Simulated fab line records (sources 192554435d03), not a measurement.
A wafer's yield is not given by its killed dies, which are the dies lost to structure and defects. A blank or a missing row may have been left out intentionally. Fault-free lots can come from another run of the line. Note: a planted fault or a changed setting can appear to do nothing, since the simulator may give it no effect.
Matching of chambers ; flow n5_finfet ; N5_BEOL_M2_CO_CAP_55 on cvd_co-01: 3 sister chambers
The step material Co, precursor CCTBA/H2, target thk 2 nm, time 102.1 s. 30 wafers are shown with their chamber, then 12 later ones without.

WAFERS PAIRED WITH THEIR CHAMBERS
wafer;chamber;heater_power_w (W)
L075.2;2;205
L075.4;2;210
L075.6;1;224
L079.3;2;215
L079.4;1;227
L079.6;0;235
L080.3;1;225
L080.5;1;227
L080.6;2;207
L082.2;0;222
L082.4;0;231
L082.6;0;222
L085.1;2;209
L085.3;1;225
L085.5;2;210
L086.2;0;231
L086.3;2;210
L086.6;2;214
L089.1;1;228
L089.2;2;210
L089.3;0;234
L089.4;2;207
L089.5;0;235
L089.6;1;231
L093.1;2;205
L093.2;1;232
L093.3;0;231
L093.4;1;232
L093.5;2;209
L093.6;0;226

SIGNATURES (means of the wafers above)
reading;chamber 0;chamber 1;chamber 2;scatter within a chamber
heater_power_w;229.67;227.89;209.25;3.82
Rule: a wafer lies at a distance from a chamber equal to the root of the sum of squares, over the readings, of (its reading less the chamber's mean, divided by the reading's scatter). The wafer belongs to the nearest chamber; if the next one is less than 2 further off, it can't be placed. How the scatter is found: for the shown wafers, subtract from each reading the mean of its chamber, square and add these, divide the total by (wafers less chambers), then take the root.

WAFERS WITH NO CHAMBER GIVEN
wafer;heater_power_w (W)
L091.2;227
L091.5;227
L091.6;204
L092.1;227
L092.2;226
L092.4;210
L094.1;213
L094.5;228
L094.6;226
L096.1;232
L096.4;232
L096.5;225

WHICH CHAMBER EACH ONE RAN IN
wafer;from the rows above;in truth
L091.2;can't be placed: 1 or 0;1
L091.5;can't be placed: 1 or 0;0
L091.6;2;2
L092.1;can't be placed: 1 or 0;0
L092.2;can't be placed: 1 or 0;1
L092.4;2;2
L094.1;2;2
L094.5;can't be placed: 1 or 0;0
L094.6;can't be placed: 1 or 0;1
L096.1;can't be placed: 0 or 1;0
L096.4;can't be placed: 0 or 1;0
L096.5;can't be placed: 1 or 0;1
Correctly placed: 3 of 12. Can't be placed from these rows: 9 (the true chamber is among the candidates in 9). Number placed wrongly: 0.
